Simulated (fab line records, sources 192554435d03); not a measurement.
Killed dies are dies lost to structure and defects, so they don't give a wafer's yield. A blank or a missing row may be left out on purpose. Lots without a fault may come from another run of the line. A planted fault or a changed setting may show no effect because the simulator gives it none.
Which tool did it? | flow n5_finfet | 13 lots, 36 wafers sampled, at 4 steps of a route of 1938

WHAT THE GAUGES READ, wafer by wafer
The record holds no reading of a measuring or inspecting step that can be judged against a usual standard deviation.

WHICH TOOL RAN EACH LOT (tool, then ch and the chambers of the sampled wafers, then the start)
lot  | N5_BEOL_M12_PRE_CLEAN_42     | N5_BEOL_M12_SPUTTER_43       | N5_BEOL_M12_CMP_49            | N5_PASSIVATION_PROBE_49
L126 | pvd_sputter-03, day 11 00:07 | pvd_sputter-03, day 11 00:09 | cmp-03 ch 0,1,3, day 11 01:23 | -
L128 | pvd_sputter-03, day 11 00:26 | pvd_sputter-03, day 11 00:28 | cmp-04 ch 1,3, day 11 01:47   | -
L130 | pvd_sputter-01, day 11 22:05 | pvd_sputter-01, day 11 22:07 | cmp-04 ch 0,1,3, day 11 23:32 | prober-01, day 13 09:31
L131 | pvd_sputter-02, day 12 06:16 | pvd_sputter-02, day 12 06:21 | cmp-04 ch 0,1,3, day 12 07:19 | prober-01, day 14 12:02
L138 | pvd_sputter-03, day 14 01:01 | pvd_sputter-03, day 14 01:04 | cmp-03 ch 0,2, day 14 01:56   | -
L139 | pvd_sputter-01, day 14 01:18 | pvd_sputter-01, day 14 01:22 | cmp-03 ch 0,1, day 14 02:28   | prober-02, day 15 15:50
L140 | pvd_sputter-03, day 14 11:12 | pvd_sputter-03, day 14 11:14 | cmp-03 ch 1,2, day 14 12:24   | -
L142 | pvd_sputter-03, day 14 18:52 | pvd_sputter-03, day 14 18:54 | cmp-04 ch 1,2, day 14 19:59   | prober-01, day 16 05:13
L144 | pvd_sputter-01, day 15 14:41 | pvd_sputter-01, day 15 14:44 | cmp-04 ch 0,1,3, day 15 15:40 | -
L145 | pvd_sputter-03, day 15 23:45 | pvd_sputter-03, day 15 23:47 | cmp-03 ch 0,1,2, day 16 00:30 | -
L147 | pvd_sputter-03, day 16 00:37 | pvd_sputter-03, day 16 00:39 | cmp-01 ch 1,2,3, day 16 01:42 | -
L143 | pvd_sputter-03, day 16 02:55 | pvd_sputter-03, day 16 02:57 | cmp-04 ch 1,2, day 16 03:49   | -
L146 | pvd_sputter-01, day 16 09:50 | pvd_sputter-01, day 16 09:53 | cmp-04 ch 0,1,3, day 16 10:43 | prober-01, day 17 20:08
- N5_BEOL_M12_PRE_CLEAN_42: time 30 s.
- N5_BEOL_M12_SPUTTER_43: material TaN, target thk 15 nm, time 24.19 s.
- N5_BEOL_M12_CMP_49: polishes, stops on SiOC, t overpolish 20.6 s, target thk 320 nm.
- N5_PASSIVATION_PROBE_49

WHAT THE TOOLS THEMSELVES READ (means of the sampled wafers that have a number; where no wafer has one, the mark that the record gives instead)
N5_BEOL_M12_PRE_CLEAN_42. Usual: heater_power_w 334 W, standard deviation 32.
lot  | tool           | heater_power_w (W) | flag
L126 | pvd_sputter-03 | 341                |
L128 | pvd_sputter-03 | 334                |
L130 | pvd_sputter-01 | 352                |
L131 | pvd_sputter-02 | 310                |
L138 | pvd_sputter-03 | 338                |
L139 | pvd_sputter-01 | 318                |
L140 | pvd_sputter-03 | 332                |
L142 | pvd_sputter-03 | 334                |
L144 | pvd_sputter-01 | 317                |
L145 | pvd_sputter-03 | 335                |
L147 | pvd_sputter-03 | 355                |
L143 | pvd_sputter-03 | 339                |
L146 | pvd_sputter-01 | 348                |

N5_BEOL_M12_SPUTTER_43. Usual: chamber_pressure_pa 0.11998 Pa, standard deviation 0.00024; throttle_valve_pct 30.2 %, standard deviation 0.91.
lot  | tool           | chamber_pressure_pa (Pa) | throttle_valve_pct (%) | flag
L126 | pvd_sputter-03 | 0.12015                  | 30.6                   |
L128 | pvd_sputter-03 | 0.11979                  | 30.6                   |
L130 | pvd_sputter-01 | 0.11991                  | 29.4                   |
L131 | pvd_sputter-02 | 0.12004                  | 30.7                   |
L138 | pvd_sputter-03 | 0.12001                  | 30.0                   |
L139 | pvd_sputter-01 | 0.12015                  | 30.2                   |
L140 | pvd_sputter-03 | 0.12011                  | 30.6                   |
L142 | pvd_sputter-03 | 0.11985                  | 30.6                   |
L144 | pvd_sputter-01 | 0.11994                  | 29.9                   |
L145 | pvd_sputter-03 | 0.12011                  | 30.6                   |
L147 | pvd_sputter-03 | 0.11994                  | 30.9                   |
L143 | pvd_sputter-03 | 0.11985                  | 30.0                   |
L146 | pvd_sputter-01 | 0.12001                  | 29.3                   |

N5_BEOL_M12_CMP_49. Usual: barrier_field_endpoint_s 30.2 s, standard deviation 1.1; clearing_platen_down_force_psi 1.4997 psi, standard deviation 0.0028; head_pressure_psi 1.0000 psi, standard deviation 0.0022; motor_current_A 5.8 A, standard deviation 0.6; overpolish_run_s 20.598 s, standard deviation 0.0089; platen_rpm 50.00 rpm, standard deviation 0.038; retaining_ring_pressure_frac 1.000, standard deviation 0.005.
lot  | tool   | barrier_field_endpoint_s (s) | clearing_platen_down_force_psi (psi) | head_pressure_psi (psi) | motor_current_A (A) | overpolish_run_s (s) | platen_rpm (rpm) | retaining_ring_pressure_frac | flag
L126 | cmp-03 | 29.3                         | 1.4960                               | 1.0014                  | 5.9                 | 20.602               | 50.02            | 1.000                        |
L128 | cmp-04 | 31.3                         | 1.5022                               | 1.0001                  | 5.8                 | 20.596               | 50.01            | 1.003                        |
L130 | cmp-04 | 29.5                         | 1.4988                               | 1.0221                  | 5.5                 | 20.596               | 49.99            | 0.999                        | OFF
L131 | cmp-04 | 30.1                         | 1.5029                               | 1.0218                  | 5.8                 | 20.601               | 50.01            | 1.001                        | OFF
L138 | cmp-03 | 29.7                         | 1.5028                               | 1.0011                  | 6.0                 | 20.599               | 50.00            | 0.998                        |
L139 | cmp-03 | 29.6                         | 1.5015                               | 1.0007                  | 6.1                 | 20.595               | 49.97            | 0.993                        |
L140 | cmp-03 | 28.6                         | 1.4991                               | 0.9991                  | 6.3                 | 20.597               | 49.97            | 1.002                        |
L142 | cmp-04 | 30.7                         | 1.4999                               | 1.0007                  | 6.2                 | 20.601               | 50.02            | 1.001                        |
L144 | cmp-04 | 29.9                         | 1.4983                               | 0.9998                  | 5.3                 | 20.603               | 50.01            | 1.000                        |
L145 | cmp-03 | 28.5                         | 1.4995                               | 1.0016                  | 6.2                 | 20.602               | 50.01            | 1.001                        |
L147 | cmp-01 | 31.5                         | 1.4997                               | 1.0005                  | 5.8                 | 20.598               | 50.04            | 1.002                        |
L143 | cmp-04 | 30.2                         | 1.5009                               | 0.9996                  | 6.1                 | 20.604               | 49.98            | 1.004                        |
L146 | cmp-04 | 30.4                         | 1.4959                               | 0.9997                  | 5.5                 | 20.598               | 50.00            | 1.005                        |

N5_PASSIVATION_PROBE_49. Usual: defect_limited_yield 91.5 %, standard deviation 1.5; killed_at_M0_to_M3 33, standard deviation 9.9; killed_at_M4_up 14, standard deviation 5.2; killed_at_contacts 11, standard deviation 5.2; killed_at_front_end 38, standard deviation 10; killed_at_other 4, standard deviation 3.5; killed_dies 100, standard deviation 18; killed_open 66, standard deviation 14; killed_short 32, standard deviation 6.9; sort_bin_5_function 5.0 %, standard deviation 1; sort_bin_6_memory 3.1 %, standard deviation 0.69; sort_n_pass 1080, standard deviation 18; sort_yield_pct 91.5 %, standard deviation 1.5.
lot  | tool      | defect_limited_yield (%) | killed_at_M0_to_M3 | killed_at_M4_up | killed_at_contacts | killed_at_front_end | killed_at_other | killed_dies | killed_open | killed_short | sort_bin_5_function (%) | sort_bin_6_memory (%) | sort_n_pass | sort_yield_pct (%) | flag
L130 | prober-01 | 91.9                     | 32                 | 12              | 16                 | 32                  | 3               | 95          | 63          | 32           | 5.0                     | 2.8                   | 1085        | 91.9               |
L131 | prober-01 | 92.7                     | 21                 | 14              | 12                 | 28                  | 11              | 86          | 55          | 28           | 4.6                     | 2.6                   | 1094        | 92.7               |
L139 | prober-02 | 92.8                     | 36                 | 12              | 5                  | 30                  | 2               | 84          | 56          | 25           | 3.5                     | 3.0                   | 1096        | 92.8               |
L142 | prober-01 | 92.7                     | 22                 | 11              | 14                 | 34                  | 4               | 86          | 54          | 30           | 4.1                     | 2.9                   | 1094        | 92.7               |
L146 | prober-01 | 89.4                     | 50                 | 13              | 7                  | 46                  | 9               | 125         | 81          | 36           | 5.7                     | 4.1                   | 1055        | 89.4               |

THE ANSWER, worked out from the rows above alone
Rule: a lot is off if the mean of its wafers that have a number lies more than 3 standard deviations from the usual mean. A lot without any number at a reading at which 4 lots or more have one is off too. The other lots that the step has rows for count as sound. The gauges are gone through in route order, then the tools' own readings, and for those a lot's mean is taken as printed above. The first step at which some lot is off is used, and at that step the reading that is off furthest; a lot without a number counts as furthest.
Off: L130, L131, at N5_BEOL_M12_CMP_49 (head_pressure_psi).
A tool fits if, at that step or a process step before it, it ran every lot that is off, and no sound lot after the first of them. None of those tried fits.

WHAT THE SIMULATOR HAD PUT IN
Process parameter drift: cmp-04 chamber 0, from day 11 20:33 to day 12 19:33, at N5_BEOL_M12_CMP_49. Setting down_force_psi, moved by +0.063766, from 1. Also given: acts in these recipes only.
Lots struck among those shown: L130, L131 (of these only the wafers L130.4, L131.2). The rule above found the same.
